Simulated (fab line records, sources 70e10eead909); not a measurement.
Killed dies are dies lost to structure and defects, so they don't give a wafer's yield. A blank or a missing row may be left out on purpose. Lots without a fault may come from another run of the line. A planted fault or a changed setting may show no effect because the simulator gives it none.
fab line records | flow nand_harc | part 1 of 2: steps 1 to 30 of 42
record lots=5 wafers=15 last_day=29
route steps=1302 shown A_DECK1_JOINT@523 A_ONON_D2@545
lots that met no fault: from a run of the same line without faults
start_h: hours from the record's first day to the start of the lot's first wafer shown | wait_h: hours since the lot's step before | " the same as in the row above | L1.1+2: a row that stands for several wafers | - no value, or no start given | * or withheld: withheld | < > ~ a bound
route shown NAME@n: a module of which the file shows steps, and the number in the route of the first | usual: mean/standard deviation of fault-free wafers | same: alike in all rows | chamber/n: place in a boat | sites: the reading at each site | _std_site: their standard deviation | _edge_site: outer sites' mean less inner sites' | radius_mm: how far each site lies from the wafer's centre | mask NAME#n: copy n | behind: the tool/chamber that last shaped the wafer | hold: why the lot was held/for how many hours/how that ended | device: the transistor (n, p or np) that didn't switch | end of line: the same wafers' tests at the end of the route | a step without rows: its recipe alone | killed: dies lost to structure and defects at the first sort, not the wafer's yield | map: a wafer's dies, x killed, . not, _ none there
set.NAME: the setting as run; set.NAME@STEP: as run at that earlier step | model.NAME: the simulator's own value behind a step, which no gauge read
lots at some steps of the route; a table a step, a row a wafer
services: from which hour (start_h, from the record's first day; less than 0 if before it) a tool's chamber was out of use, for how many hours, and why
## steps
# step NHARC_A_DECK1_JOINT_ETCH_09
# recipe target_depth_a=50 chemistry=dHF material=SiO2
# columns lot.wafer tool chamber start_h wait_h
L074.3+4+6 wet_bench-09 1,2,4 238.77 0.0
L075.3+4+6 wet_bench-05 3,5,6 246.42 0.0
L083.1+4+6 wet_bench-09 4,6,7 337.58 0.0
L085.4+5+2 wet_bench-09 2,4,5 346.12 0.0
L088.1+4+2 wet_bench-09 5,0,2 392.43 0.0
# step NHARC_A_DECK1_JOINT_WET_10
# recipe temp_c=160 time_s=86 chemistry=H3PO4
# usual bath_guard_temp_C=160.0/0.53
# columns lot.wafer tool chamber start_h wait_h bath_guard_temp_C
L074.3 wet_h3po4-02 1 240.63 1.8 159.8
L074.4 " 1 " " 159.8
L074.6 " 1 " " 159.9
L075.3 wet_h3po4-01 1 248.12 1.7 160.0
L075.4 " 1 " " 159.9
L075.6 " 1 " " 160.3
L083.1 wet_h3po4-02 0 339.27 1.7 160.6
L083.4 " 0 " " 160.3
L083.6 " 0 " " 160.4
L085.2 wet_h3po4-02 1 347.80 1.7 160.1
L085.4 " 1 " " 159.9
L085.5 " 1 " " 159.7
L088.1 wet_h3po4-01 1 397.21 4.8 160.1
L088.2 " 1 " " 160.6
L088.4 " 1 " " 160.2
# step NHARC_A_DECK1_JOINT_ETCH_11
# recipe target_depth_a=350 chemistry=dHF material=SiO2
# columns lot.wafer tool chamber start_h wait_h
L074.3+6+4 wet_bench-09 3,6,0 241.17 0.0
L075.4+6+3 wet_bench-05 2,4,6 248.66 0.0
L083.4+1+6 wet_bench-04 0,1,2 339.88 0.1
L085.2+4+5 wet_bench-04 5,6,7 348.38 0.1
L088.2+1+4 wet_bench-09 3,4,6 397.76 0.0
# step NHARC_A_DECK1_JOINT_CVD_12
# recipe target_thk_a=900 temp_c=620 pressure_mtorr=200 time_s=1800 material=poly-Si
# usual spike_tc_lower_C=619.4/1.8
# columns lot.wafer tool chamber start_h wait_h spike_tc_lower_C
L074.3 lpcvd_poly-03 0 243.67 2.5 623.3
L074.4 " 0 " " 624.3
L074.6 " 0 " " 623.6
L075.3 lpcvd_poly-01 0 251.50 2.7 618.9
L075.4 " 0 " " 620.6
L075.6 " 0 " " 618.4
L083.1 lpcvd_poly-02 0 343.17 3.2 619.5
L083.4 " 0 " " 618.0
L083.6 " 0 " " 619.0
L085.2 lpcvd_poly-01 0 351.02 2.6 619.1
L085.4 " 0 " " 618.0
L085.5 " 0 " " 617.7
L088.1 lpcvd_poly-02 0 401.70 3.9 617.2
L088.2 " 0 " " 618.0
L088.4 " 0 " " 617.4
# step NHARC_A_DECK1_JOINT_CMP_13
# recipe target_thk_nm=51.023
# usual motor_current_A=12.3/1.2 time_to_endpoint_s=10/3.2
# columns lot.wafer tool chamber start_h wait_h motor_current_A time_to_endpoint_s
L074.3 cmp-02 3 246.51 0.4 10.2 7
L074.4 " 0 " " 13.4 12
L074.6 " 0 " " 12.4 13
L075.4 cmp-02 1 254.33 0.4 11.8 7
L075.3 " 3 " " 10.3 3
L075.6 " 1 " " 11.9 5
L083.4 cmp-03 2 346.06 0.4 14.6 15
L083.1 " 3 " " 11.1 15
L083.6 " 3 " " 10.7 15
L085.2 cmp-03 1 353.89 0.4 13.4 13
L085.4 " 0 " " 12.4 9
L085.5 " 2 " " 13.6 11
L088.2 cmp-01 0 404.54 0.4 13.6 5
L088.4 " 1 " " 11.7 14
L088.1 " 2 " " 11.3 7
# step NHARC_A_DECK1_JOINT_THK_MEAS_14
# recipe thk_meas_gauge=ellipsometry
# usual thk_nm=51.8/1.7
# columns lot.wafer tool chamber start_h wait_h thk_nm
L074.3 film_metro-01 - 246.77 0.2 51.0
L074.4 " - " " 54.0
L074.6 " - " " 51.4
L075.3 film_metro-02 - 254.57 0.2 48.0
L075.4 " - " " 51.5
L075.6 " - " " 53.0
L083.1 film_metro-02 - 346.32 0.2 54.5
L083.4 " - " " 52.2
L083.6 " - " " 54.9
L085.2 film_metro-02 - 354.15 0.2 51.8
L085.4 " - " " 51.2
L085.5 " - " " 51.5
L088.1 film_metro-01 - 404.80 0.2 49.9
L088.2 " - " " 49.6
L088.4 " - " " 53.3
# step NHARC_A_DECK1_JOINT_SRD_04
# columns lot.wafer tool chamber start_h wait_h
L074.4+6+3 wet_bench-04 5,6,2 246.81 0.0
L075.4+3+6 wet_bench-04 6,2,3 254.60 0.0
L083.6+1+4 wet_bench-09 4,5,0 346.36 0.0
L085.2+4+5 wet_bench-04 0,3,4 354.19 0.0
L088.2+1+4 wet_bench-09 0,1,2 404.85 0.1
# step NHARC_A_DECK1_JOINT_ETCHBACK_00
# recipe target_depth_a=300 time_s=17.4 hbr_flow_sccm=150 rf_w=350 icp_w=350 bias_w=60 chemistry=HBr
# usual drypump_motor_current_A=5.7/0.39 oes_product_au=1.000/0.011 throttle_valve_pct=23.266/0.0097
# columns lot.wafer tool chamber start_h wait_h drypump_motor_current_A oes_product_au rf_hours_counter_h throttle_valve_pct
L074.4 rie_si-03 3 246.92 0.1 5.4 1.006 0.15 23.270
L074.3 " 0 " " 5.2 1.001 0.15 23.264
L074.6 " 1 " " 5.1 0.994 - 23.247
L075.4 rie_si-03 2 254.69 0.1 5.5 0.991 0.14 23.261
L075.3 " 0 " " 5.2 1.000 0.17 23.276
L075.6 " 2 " " 5.5 0.982 - 23.269
L083.1 rie_si-06 0 346.45 0.1 6.0 1.004 0.53 23.274
L083.4 " 2 " " 5.5 1.007 0.53 23.245
L083.6 " 0 " " 6.0 0.994 - 23.266
L085.2 rie_si-03 2 354.30 0.1 5.5 0.979 0.77 23.281
L085.4 " 0 " " 5.2 1.009 0.75 23.256
L085.5 " 1 " " 5.1 1.007 - 23.251
L088.1 rie_si-06 3 404.94 0.1 5.3 0.988 0.86 23.260
L088.4 " 0 " " 6.0 0.997 0.94 23.263
L088.2 " 1 " " 5.8 0.985 1.09 23.274
# step NHARC_A_DECK1_JOINT_PRECLEAN_30
# recipe time_s=* temp_c=50 bath_age_min=0 chemistry=SC1
# usual bath_guard_temp_C=50.0/0.53
# same bath_age_min=0
# columns lot.wafer tool chamber start_h wait_h bath_guard_temp_C
L074.6 wet_bench-05 7 247.04 0.1 50.4
L074.4 " 2 " " 49.8
L074.3 " 3 " " 49.8
L075.6 wet_bench-04 1 254.83 0.1 49.8
L075.4 " 4 " " 50.5
L075.3 " 6 " " 49.4
L083.1 wet_bench-09 7 346.59 0.1 49.7
L083.6 " 1 " " 50.3
L083.4 " 4 " " 50.4
L085.4 wet_bench-04 7 354.43 0.1 50.3
L085.2 " 0 " " 49.5
L085.5 " 4 " " 50.2
L088.1 wet_bench-09 5 405.07 0.1 49.5
L088.4 " 7 " " 49.5
L088.2 " 1 " " 50.3
# step NHARC_A_DECK1_JOINT_SRD_31
# columns lot.wafer tool chamber start_h wait_h
L074.6+4+3 wet_bench-05 7,2,3 - -
L075.6+4+3 wet_bench-04 1,4,6 - -
L083.1+6+4 wet_bench-09 7,1,4 - -
L085.4+2+5 wet_bench-04 7,0,4 - -
L088.1+4+2 wet_bench-09 5,7,1 - -
# step NHARC_A_DECK1_JOINT_CVD_34
# recipe target_thk_a=200 temp_c=700 pressure_mtorr=300 material=SiNx
# usual spike_tc_lower_C=700.8/1.1
# columns lot.wafer tool chamber start_h wait_h spike_tc_lower_C
L074.3 lpcvd-02 0 250.28 - 702.2
L074.4 " 0 " " 702.7
L074.6 " 0 " " 700.9
L075.3 lpcvd-01 0 258.08 - 700.3
L075.4 " 0 " " 700.1
L075.6 " 0 " " 700.2
L083.1 lpcvd-01 1 349.84 - 701.0
L083.4 " 1 " " 700.9
L083.6 " 1 " " 700.4
L085.2 lpcvd-01 1 357.67 - 700.1
L085.4 " 1 " " 702.1
L085.5 " 1 " " 699.8
L088.1 lpcvd-01 0 410.79 - 699.5
L088.2 " 0 " " 700.2
L088.4 " 0 " " 697.9
# step NHARC_A_DECK1_JOINT_DEP_06
# recipe target_thk_a=800 temp_c=65 material=SiOx
# columns lot.wafer tool chamber start_h wait_h
L074.3+4+6 fcvd-02 1,0,0 253.56 0.4
L075.4+3+6 fcvd-02 1,0,0 261.38 0.4
L083.1+4+6 fcvd-01 1,1,0 353.09 0.4
L085.2+4+5 fcvd-01 1 360.91 0.4
L088.1+2+4 fcvd-02 0,1,0 413.98 0.4
# step NHARC_A_DECK1_JOINT_CURE_26
# recipe temp_c=150 time_s=32 pressure_atm=0.395
# columns lot.wafer tool chamber start_h wait_h
L074.3+4+6 fcvd-02 1,0,0 253.70 0.1
L075.4+3+6 fcvd-02 1,0,0 261.52 0.1
L083.1+4+6 fcvd-01 1,1,0 353.25 0.1
L085.2+4+5 fcvd-01 1 361.07 0.1
L088.1+2+4 fcvd-02 0,1,0 414.16 0.2
# step NHARC_A_DECK1_JOINT_ANNEAL_27
# recipe temp_c=400 time_s=3600 idle_temp_c=300 ramp_up_c_per_min=10 densification_p_h2o_torr=640
# usual spike_tc_lower_C=400.4/1.3 tube_center_temp_C_max=401.02/0.16
# columns lot.wafer tool chamber start_h wait_h spike_tc_lower_C tube_center_temp_C_max
L074.3 furnace-08 0 256.41 2.7 400.7 401.18
L074.4 " 0 " " 401.0 401.08
L074.6 " 0 " " 399.1 401.14
L075.3 furnace-08 0 267.80 6.3 400.9 401.26
L075.4 " 0 " " 399.0 400.95
L075.6 " 0 " " 399.4 401.02
L083.1 furnace-08 0 355.96 2.7 400.1 401.07
L083.4 " 0 " " 400.8 401.16
L083.6 " 0 " " 403.0 400.92
L085.2 furnace-08 0 365.85 4.8 400.7 401.14
L085.4 " 0 " " 400.5 401.09
L085.5 " 0 " " 400.3 400.72
L088.1 furnace-08 0 416.89 2.7 400.5 401.18
L088.2 " 0 " " 400.8 400.96
L088.4 " 0 " " 402.0 400.88
# step NHARC_A_DECK1_JOINT_ANNEAL_28
# recipe temp_c=500 time_s=1800 idle_temp_c=400 ramp_up_c_per_min=10 densification_p_h2o_torr=640
# usual spike_tc_lower_C=500.4/1.3 tube_center_temp_C_max=501.29/0.19
# columns lot.wafer tool chamber start_h wait_h spike_tc_lower_C tube_center_temp_C_max
L074.3 furnace-08 0 260.74 2.6 501.3 501.18
L074.4 " 0 " " 499.9 500.98
L074.6 " 0 " " 500.7 501.58
L075.3 furnace-08 0 275.27 5.7 500.8 501.29
L075.4 " 0 " " 500.6 501.62
L075.6 " 0 " " 502.1 501.11
L083.1 furnace-08 0 360.30 2.6 501.5 501.15
L083.4 " 0 " " 501.1 500.99
L083.6 " 0 " " 501.1 501.36
L085.2 furnace-08 0 372.36 4.8 500.5 501.14
L085.4 " 0 " " 501.3 501.25
L085.5 " 0 " " 500.8 501.24
L088.1 furnace-08 0 422.80 4.1 501.5 501.36
L088.2 " 0 " " 500.7 501.48
L088.4 " 0 " " 501.6 501.33
# step NHARC_A_DECK1_JOINT_ANNEAL_29
# recipe temp_c=750 time_s=1800 idle_temp_c=500 ramp_up_c_per_min=10 ramp_down_c_per_min=3
# usual spike_tc_lower_C=750.7/1.4 tube_center_temp_C_max=751.9/0.34
# columns lot.wafer tool chamber start_h wait_h spike_tc_lower_C tube_center_temp_C_max
L074.3 furnace-08 0 265.52 4.1 751.1 752.1
L074.4 " 0 " " 750.6 752.6
L074.6 " 0 " " 750.6 752.1
L075.3 furnace-08 0 280.01 4.1 751.5 751.9
L075.4 " 0 " " 753.2 751.8
L075.6 " 0 " " 750.6 751.9
L083.1 furnace-08 0 363.54 2.6 751.6 751.4
L083.4 " 0 " " 750.2 751.8
L083.6 " 0 " " 753.3 751.8
L085.2 furnace-08 0 376.54 3.5 750.1 751.7
L085.4 " 0 " " 750.6 751.7
L085.5 " 0 " " 750.4 752.0
L088.1 furnace-08 0 426.04 2.6 752.2 751.7
L088.2 " 0 " " 752.7 752.6
L088.4 " 0 " " 751.0 751.7
# step NHARC_A_DECK1_JOINT_CMP_02
# recipe material=SiOx
# usual motor_current_A=12.3/1.2
# columns lot.wafer tool chamber start_h wait_h motor_current_A
L074.4 cmp-02 0 268.17 0.4 12.3
L074.3 " 1 " " 11.6
L074.6 " 1 " " 11.6
L075.4 cmp-03 2 282.67 0.4 14.0
L075.3 " 0 " " 12.2
L075.6 " 2 " " 14.3
L083.1 cmp-02 3 366.21 0.4 10.3
L083.4 " 2 " " 12.2
L083.6 " 0 " " 12.8
L085.2 cmp-02 0 379.25 0.4 13.2
L085.4 " 1 " " 12.0
L085.5 " 0 " " 12.7
L088.1 cmp-01 2 428.73 0.4 11.3
L088.4 " 3 " " 11.3
L088.2 " 0 " " 13.8
# step NHARC_A_DECK1_JOINT_SRD_15
# columns lot.wafer tool chamber start_h wait_h
L074.4+3+6 wet_bench-09 6,1,2 268.46 0.0
L075.4+3+6 wet_bench-04 2,3,4 282.96 0.0
L083.6+1+4 wet_bench-09 1,2,4 366.51 0.0
L085.2+4+5 wet_bench-04 6,7,2 379.52 0.0
L088.4+1+2 wet_bench-05 7,0,1 429.01 0.0
# step NHARC_A_DECK1_JOINT_DEP_16
# recipe target_thk_a=450 temp_c=400 pressure_torr=6.5 rf_w=900 teos_flow_sccm=161.4 flow_sccm=2650 target_thk_nm=45 gas=O2 material=SiO2
# usual heater_power_w=555/78 throttle_valve_pct=16.1/0.48
# columns lot.wafer tool chamber start_h wait_h heater_power_w since_wet_clean_h throttle_valve_pct
L074.3 pecvd-02 0 268.56 0.1 604 29 16.4
L074.4 " 0 " " 615 - 16.4
L074.6 " 2 " " 537 - 15.9
L075.3 pecvd-02 2 283.11 0.1 454 43 16.1
L075.6 " 0 " " 625 - 16.7
L075.4 " 1 " " 711 - 16.9
L083.1 pecvd-04 0 366.60 0.1 539 84 15.5
L083.6 " 1 " " 510 - 16.6
L083.4 " 2 " " 619 - 16.2
L085.2 pecvd-01 1 379.72 0.2 428 56 15.4
L085.5 " 1 " " 435 - 15.3
L085.4 " 0 " " 423 - 15.6
L088.2 pecvd-02 1 429.36 0.3 497 8 16.9
L088.1 " 2 " " 599 8 16.0
L088.4 " 0 " " 490 - 16.2
# step NHARC_A_DECK1_JOINT_THK_MEAS_17
# recipe thk_meas_gauge=ellipsometry
# usual thk_nm=44.9/1.3
# columns lot.wafer tool chamber start_h wait_h thk_nm
L074.3 film_metro-01 - 268.84 0.3 42.6
L074.4 " - " " 43.6
L074.6 " - " " 45.7
L075.3 film_metro-02 - 283.34 0.2 45.7
L075.4 " - " " 46.8
L075.6 " - " " 45.9
L083.1 film_metro-02 - 366.88 0.3 43.8
L083.4 " - " " 43.6
L083.6 " - " " 43.6
L085.2 film_metro-01 - 380.00 0.3 44.9
L085.4 " - " " 46.8
L085.5 " - " " 43.8
L088.1 film_metro-02 - 429.64 0.2 45.2
L088.2 " - " " 45.1
L088.4 " - " " 43.5
# step NHARC_A_DECK1_JOINT_INSPECT_05
# usual raw_defect_count=322/110
# columns lot.wafer tool chamber start_h wait_h raw_defect_count
L074.3 defect_inspect-02 - 268.87 0.0 198
L074.4 " - " " 224
L074.6 " - " " 174
L075.3 defect_inspect-01 - 283.37 0.0 285
L075.4 " - " " 319
L075.6 " - " " 282
L083.1 defect_inspect-02 - 366.92 0.0 328
L083.4 " - " " 255
L083.6 " - " " 272
L085.2 defect_inspect-02 - 380.03 0.0 443
L085.4 " - " " 286
L085.5 " - " " 302
L088.1 defect_inspect-02 - 429.67 0.0 464
L088.2 " - " " 486
L088.4 " - " " 496
# step NHARC_A_ONON_D2_DEP_00
# recipe target_thk_a=10000 n2_flow_sccm=2750 n2o_flow_sccm=2000 nh3_flow_sccm=500 sih4_flow_sccm=210 temp_c=400
# columns lot.wafer tool chamber start_h wait_h
L074.3+4+6 pecvd_onon-03 0 269.06 0.2
L075.3+4+6 pecvd_onon-03 0 283.55 0.2
L083.1+4+6 pecvd_onon-03 0 366.98 0.1
L085.2+4+5 pecvd_onon-02 0 380.16 0.1
L088.1+2+4 pecvd_onon-03 0 429.82 0.2
# step NHARC_A_ONON_D2_THK_MEAS_02
# recipe thk_meas_gauge=ellipsometry
# usual thk_nm=1001/13
# columns lot.wafer tool chamber start_h wait_h thk_nm
L074.3 film_metro-02 - 269.45 - 1014
L074.4 " - " " 1016
L074.6 " - " " 1014
L075.3 film_metro-02 - 283.94 - 1029
L075.4 " - " " 1030
L075.6 " - " " 1031
L083.1 film_metro-01 - 367.49 - 973
L083.4 " - " " 974
L083.6 " - " " 975
L085.2 film_metro-01 - 380.61 - 985
L085.4 " - " " 986
L085.5 " - " " 987
L088.1 film_metro-02 - 430.34 - 1007
L088.2 " - " " 1002
L088.4 " - " " 1004
# step NHARC_A_ONON_D2_DEP_03
# recipe target_thk_a=10000 n2_flow_sccm=2750 n2o_flow_sccm=2000 nh3_flow_sccm=500 sih4_flow_sccm=210 temp_c=400
# columns lot.wafer tool chamber start_h wait_h
L074.3+4+6 pecvd_onon-04 0 269.62 0.2
L075.3+4+6 pecvd_onon-04 0 284.11 0.2
L083.1+4+6 pecvd_onon-03 0 367.55 0.1
L085.2+4+5 pecvd_onon-03 0 380.72 0.1
L088.1+2+4 pecvd_onon-02 0 430.39 0.1
# step NHARC_A_ONON_D2_THK_MEAS_05
# recipe thk_meas_gauge=ellipsometry
# usual thk_nm=1000/8
# columns lot.wafer tool chamber start_h wait_h thk_nm
L074.3 film_metro-02 - 270.02 - 1010
L074.4 " - " " 1010
L074.6 " - " " 1010
L075.3 film_metro-02 - 284.51 - 1003
L075.4 " - " " 1004
L075.6 " - " " 1002
L083.1 film_metro-02 - 368.06 - 992
L083.4 " - " " 993
L083.6 " - " " 994
L085.2 film_metro-01 - 381.17 - 1006
L085.4 " - " " 1006
L085.5 " - " " 1005
L088.1 film_metro-01 - 430.90 - 986
L088.2 " - " " 985
L088.4 " - " " 987
# step NHARC_A_ONON_D2_DEP_06
# recipe target_thk_a=10000 n2_flow_sccm=2750 n2o_flow_sccm=2000 nh3_flow_sccm=500 sih4_flow_sccm=210 temp_c=400
# columns lot.wafer tool chamber start_h wait_h
L074.3+4+6 pecvd_onon-02 0 270.19 0.2
L075.3+4+6 pecvd_onon-02 0 284.68 0.2
L083.1+4+6 pecvd_onon-03 0 368.12 0.1
L085.2+4+5 pecvd_onon-04 0 381.29 0.1
L088.1+2+4 pecvd_onon-02 0 430.96 0.1
# step NHARC_A_ONON_D2_THK_MEAS_08
# recipe thk_meas_gauge=ellipsometry
# usual thk_nm=1000/8.9
# columns lot.wafer tool chamber start_h wait_h thk_nm
L074.3 film_metro-02 - 270.58 - 989
L074.4 " - " " 991
L074.6 " - " " 990
L075.3 film_metro-01 - 285.08 - 1012
L075.4 " - " " 1011
L075.6 " - " " 1013
L083.1 film_metro-02 - 368.64 - 995
L083.4 " - " " 995
L083.6 " - " " 995
L085.2 film_metro-01 - 381.74 - 1015
L085.4 " - " " 1015
L085.5 " - " " 1015
L088.1 film_metro-02 - 431.46 - 996
L088.2 " - " " 997
L088.4 " - " " 996
# step NHARC_A_ONON_D2_DEP_09
# recipe target_thk_a=10000 n2_flow_sccm=2750 n2o_flow_sccm=2000 nh3_flow_sccm=500 sih4_flow_sccm=210 temp_c=400
# columns lot.wafer tool chamber start_h wait_h
L074.3+4+6 pecvd_onon-02 0 270.76 0.2
L075.3+4+6 pecvd_onon-03 0 285.25 0.2
L083.1+4+6 pecvd_onon-03 0 368.69 0.1
L085.2+4+5 pecvd_onon-02 0 381.85 0.1
L088.1+2+4 pecvd_onon-03 0 431.53 0.1
# step NHARC_A_ONON_D2_THK_MEAS_11
# recipe thk_meas_gauge=ellipsometry
# usual thk_nm=1000/9.4
# columns lot.wafer tool chamber start_h wait_h thk_nm
L074.3 film_metro-02 - 271.15 - 985
L074.4 " - " " 986
L074.6 " - " " 986
L075.3 film_metro-01 - 285.64 - 1011
L075.4 " - " " 1012
L075.6 " - " " 1011
L083.1 film_metro-01 - 369.20 - 991
L083.4 " - " " 992
L083.6 " - " " 992
L085.2 film_metro-01 - 382.30 - 1009
L085.4 " - " " 1011
L085.5 " - " " 1009
L088.1 film_metro-02 - 432.03 - 998
L088.2 " - " " 996
L088.4 " - " " 995
# step NHARC_A_ONON_D2_DEP_12
# recipe target_thk_a=10000 n2_flow_sccm=2750 n2o_flow_sccm=2000 nh3_flow_sccm=500 sih4_flow_sccm=210 temp_c=400
# columns lot.wafer tool chamber start_h wait_h
L074.3+4+6 pecvd_onon-02 0 271.32 0.2
L075.3+4+6 pecvd_onon-04 0 285.81 0.2
L083.1+4+6 pecvd_onon-03 0 369.26 0.1
L085.2+4+5 pecvd_onon-03 0 382.42 0.1
L088.1+2+4 pecvd_onon-04 0 432.09 0.1
